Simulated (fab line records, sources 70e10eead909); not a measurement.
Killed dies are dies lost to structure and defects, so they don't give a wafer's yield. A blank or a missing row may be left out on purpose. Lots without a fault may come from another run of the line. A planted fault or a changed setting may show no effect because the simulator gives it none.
Chamber matching | flow nand_harc | NHARC_A_STAIRCASE_ETCHBACK_157 on rie_diel-13: 4 sister chambers
The step etches the open film in CH3F/O2, target depth 90 nm, time 167.14 s. 4 wafers are shown with their chamber, then 10 later ones without.

WAFERS WITH THEIR CHAMBER
wafer  | chamber | showerhead_plenum_p_Torr (Torr)
L086.2 | 0       | 2.32
L086.5 | 3       | 2.53
L090.4 | 1       | 2.41
L090.5 | 2       | 2.32

WAFERS WITHOUT THEIR CHAMBER
wafer  | showerhead_plenum_p_Torr (Torr)
L090.6 | 2.41
L091.1 | 2.31
L091.3 | 2.52
L091.4 | 2.32
L092.2 | 2.32
L092.4 | 2.32
L092.6 | 2.52
L097.1 | 2.30
L097.2 | 2.40
L097.6 | 2.51

WHICH CHAMBER EACH WENT THROUGH
wafer  | from the rows above     | in truth
L090.6 | 1                       | 1
L091.1 | can't be placed: 0 or 2 | 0
L091.3 | 3                       | 3
L091.4 | can't be placed: 0 or 2 | 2
L092.2 | can't be placed: 0 or 2 | 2
L092.4 | can't be placed: 0 or 2 | 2
L092.6 | 3                       | 3
L097.1 | can't be placed: 0 or 2 | 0
L097.2 | 1                       | 1
L097.6 | 3                       | 3
Placed correctly: 5 of 10. Can't be placed from these rows: 5 (the true chamber is among the candidates in 5). Placed wrongly: 0.
How it was worked out, from the rows above alone: a wafer's distance from a chamber is the root of the sum, over the readings, of the square of ((its reading less the chamber's mean) divided by the reading's scatter). The wafer belongs to the nearest chamber; if the next one is less than 2 further off, it can't be placed. A chamber's mean is the mean of its shown wafers. The scatter: with one shown wafer a chamber, the root of the mean of the squares of how far each hidden wafer lies from its nearest shown one.
